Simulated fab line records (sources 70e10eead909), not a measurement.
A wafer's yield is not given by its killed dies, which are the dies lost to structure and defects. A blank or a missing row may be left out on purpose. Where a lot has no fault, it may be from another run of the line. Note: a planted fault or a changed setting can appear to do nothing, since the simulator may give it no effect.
Matching of chambers | flow nandHarc | rieDiel-09 running NHARC_A_STAIRCASE_DESCUM_168: 4 sister chambers
The step chemistry O2, time 3 s. 18 wafers are shown with their chamber, then 8 later ones without.

== EACH WAFER AND ITS CHAMBER ==
wafer  | chamber | drypumpMotorCurrentA (A) | showerheadPlenumPTorr (Torr) | oesProductAu (a.u.)
L974.1 | 1       | 6.2                      | 1.90                         | 1.007
L974.2 | 2       | 5.0                      | 1.77                         | 0.990
L974.3 | 0       | 6.1                      | 2.04                         | 0.984
L975.2 | 0       | 6.1                      | 2.04                         | 1.005
L975.4 | 1       | 6.2                      | 1.90                         | 0.992
L975.6 | 0       | 6.1                      | 2.04                         | 0.989
L977.4 | 1       | 6.2                      | 1.89                         | 0.988
L977.5 | 1       | 6.2                      | 1.89                         | 0.994
L977.6 | 2       | 5.0                      | 1.77                         | 0.985
L980.3 | 3       | 4.7                      | 1.92                         | 1.005
L980.4 | 0       | 6.1                      | 2.03                         | 0.985
L980.5 | 2       | 5.0                      | 1.77                         | 0.986
L981.2 | 1       | 6.2                      | 1.89                         | 0.987
L981.3 | 0       | 6.2                      | 2.03                         | 0.990
L981.5 | 2       | 5.0                      | 1.77                         | 0.976
L988.2 | 0       | 6.1                      | 2.02                         | 0.991
L988.4 | 2       | 5.0                      | 1.76                         | 0.989
L988.5 | 3       | 4.7                      | 1.91                         | 1.008

SIGNATURES (averages over the wafers above)
reading               | chamber 0 | chamber 1 | chamber 2 | chamber 3 | scatter within a chamber
drypumpMotorCurrentA  | 6.117     | 6.200     | 5.000     | 4.700     | 0.0244
showerheadPlenumPTorr | 2.0333    | 1.8940    | 1.7680    | 1.9150    | 0.00645
oesProductAu          | 0.99067   | 0.99360   | 0.98520   | 1.00650   | 0.00692
Rule: distance of a wafer from a chamber = root of the sum over the readings of ((wafer's reading minus chamber's mean) / reading's scatter) squared. The wafer belongs to the nearest chamber; if the next one is less than 2 further off, it can't be placed. The scatter is the square root of a quotient: the sum, over the shown wafers, of each reading's squared deviation from its chamber's mean, divided by wafers minus chambers.

== WAFERS WHOSE CHAMBER IS MISSING ==
wafer  | drypumpMotorCurrentA (A) | showerheadPlenumPTorr (Torr) | oesProductAu (a.u.)
L989.1 | 4.7                      | 1.91                         | 1.004
L989.3 | 6.2                      | 1.88                         | 0.986
L992.1 | 4.7                      | 1.91                         | 1.007
L992.2 | 6.2                      | 1.88                         | 0.982
L992.4 | 6.1                      | 2.02                         | 0.996
L996.4 | 6.1                      | 2.01                         | 0.990
L996.5 | 4.7                      | 1.90                         | 1.005
L996.6 | 5.0                      | 2.07                         | 0.988

== THE CHAMBER EACH PASSED THROUGH ==
wafer  | from the rows above | in truth
L989.1 | 3                   | 3
L989.3 | 1                   | 1
L992.1 | 3                   | 3
L992.2 | 1                   | 1
L992.4 | 0                   | 0
L996.4 | 0                   | 0
L996.5 | 3                   | 3
L996.6 | 3                   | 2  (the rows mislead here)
Placed correctly: 7 of 8. From these rows, 0 cannot be placed. 1 placed wrongly.
